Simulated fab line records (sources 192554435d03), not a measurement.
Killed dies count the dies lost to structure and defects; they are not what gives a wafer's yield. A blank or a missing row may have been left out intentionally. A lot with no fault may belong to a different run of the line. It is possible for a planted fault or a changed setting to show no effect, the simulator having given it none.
Struck lot and sound lot, side by side | flow n5Finfet | 16 out of 1938 route steps
Sound: these wafers, L331.1, L331.4, L331.5. The struck wafers were L341.1, L341.2, L341.4. Last of all comes the cause.
Order at every step that has rows: each side's tool, ch and its chambers, its first start. Under that, the readings that differ: sound wafers | struck wafers | difference of the means | sigmas: that difference in standard deviations of wafers without a fault.
alike: words and numbers the same on both sides, and readings whose means are apart by under 2 such deviations; not compared: readings that were withheld, readings missing a value for some wafer, numbers with overlapping values and no deviation given by the record, and bounds like >300 which may hide the same value.
A row with sigmas, a row that says differs or no value, or rows on one side alone: a step with any of these is where the two part. Non-overlapping numbers with no deviation appear without sigmas and do not part them. A reading that every wafer of one side lacks parts them only if that side has two wafers or more.

first, 5 steps without rows for these wafers: N5_BEOL_M0_CUTY_EBR_52; N5_BEOL_M0_CUTY_SOFTBAKE_53 (time 60 s); N5_BEOL_M0_CUTY_EXPOSE_54 (exposes mask M0 ABLK); N5_BEOL_M0_CUTY_PEB_55 (peb time 60 s); N5_BEOL_M0_CUTY_DEVELOP_56 (develop time 30 s).
N5_BEOL_M0_CUTY_CD_MEAS_57: the cd target is 200 nm.
  sound on cdSem-02 ch 0, day 7 23:28; struck on cdSem-01 ch 0, day 10 13:58
  alike: cdNm
N5_BEOL_M0_CUTY_OVL_MEAS_58:
  sound on overlay-02 ch 0, day 7 23:29; struck on overlay-01 ch 0, day 10 14:00
reading          | sound       | struck       | difference | sigmas
M0_ABLK_OVL (nm) | 2.1 0.8 2.6 | 0.3 0.3 -0.9 | -1.9       | -2
N5_BEOL_M0_CUTY_INSPECT_59: inspects for defects (macro).
  sound on defectInspect-01 at day 7 23:31; struck on defectInspect-02 at day 10 14:01
  alike: rawDefectCount
N5_BEOL_M0_CUTY_DESCUM_61: chemistry O2, time 7.9 s.
  sound on rieDiel-01 ch 1,2,3, day 7 23:33; struck on rieDiel-05 ch 1,2,3, day 10 14:31
  alike: biasPowerW, drypumpMotorCurrentA, o2FlowSccm, oesProductAu, rfVppV, showerheadPlenumPTorr, throttleValvePct
  not compared: rfHoursCounterH
N5_BEOL_M0_CUTY_ETCH_62: etches SiARC in CF4, time 58.5 s.
  sound on rieDiel-01 ch 1,2,3, day 7 23:35; struck on rieDiel-05 ch 1,2,3, day 10 14:33
  alike: drypumpMotorCurrentA, etchRfOnTimeS, mfcArSccm, oesProductAu, rfVppV, showerheadPlenumPTorr, throttleValvePct
  not compared: rfHoursCounterH
N5_BEOL_M0_CUTY_ETCH_63: etches SOC in N2/H2, target depth 82.7 nm, overetch 16.5 nm, time 124 s.
  sound on rieDiel-01 ch 1,2,3, day 7 23:38; struck on rieDiel-05 ch 1,2,3, day 10 14:35
  alike: drypumpMotorCurrentA, oesProductAu, rfVppV, showerheadPlenumPTorr, throttleValvePct
  not compared: rfHoursCounterH
then, 1 step without rows for these wafers: N5_BEOL_M0_CUTY_STRIP_64 (strips in N2/H2).
N5_BEOL_M0_ETCH_138: etches SiCN in CH3F/O2, target depth 12 nm, time 31.6 s.
  sound on rieDiel-01 ch 1,2,3, day 7 23:45; struck on rieDiel-05 ch 1,2,3, day 10 14:43
reading           | sound          | struck         | difference | sigmas
etchRfOnTimeS (s) | 28.1 28.4 29.5 | 20.8 20.6 20.7 | -8.0       | -12
  alike: drypumpMotorCurrentA, mfcArSccm, oesProductAu, rfVppV, showerheadPlenumPTorr, throttleValvePct
  not compared: rfHoursCounterH
N5_BEOL_M0_HM_OPEN_105: chemistry Cl2/BCl3, target TiN, target depth 12 nm.
  sound on rieMetal-01 ch 0,1, day 8 00:01; struck on rieMetal-02 ch 0,1, day 10 15:12
  alike: drypumpMotorCurrentA, mfcArSccm, oesProductAu, throttleValvePct
  not compared: rfHoursCounterH
-- record jumps: 2 days separate the struck wafers' starts on either side; left off in module BEOL_M0, taken up again in module BEOL_M4, whose first shown step is the route's number 1111 --
N5_BEOL_M4_RC_MEAS_101:
  sound on prober-01 ch 0, day 10 08:47; struck on prober-01 ch 0, day 13 01:18
  alike: DIBL_N, DIBL_P, IOFF_N, IOFF_P, ION_N, ION_P, SS_N, SS_P, VT_N, VT_P
-- record jumps: 4 days separate the struck wafers' starts on either side; left off in module BEOL_M4, taken up again in module PASSIVATION, whose first shown step is the route's number 1936 --
N5_PASSIVATION_PROBE_49:
  the record has rows for the struck wafers here (prober-01, day 17 11:09) and none for the sound ones

WHERE THEY PART
At N5_BEOL_M0_CUTY_OVL_MEAS_58 first; at N5_PASSIVATION_PROBE_49 last (within this record only).

WHY: whatever the simulator had introduced
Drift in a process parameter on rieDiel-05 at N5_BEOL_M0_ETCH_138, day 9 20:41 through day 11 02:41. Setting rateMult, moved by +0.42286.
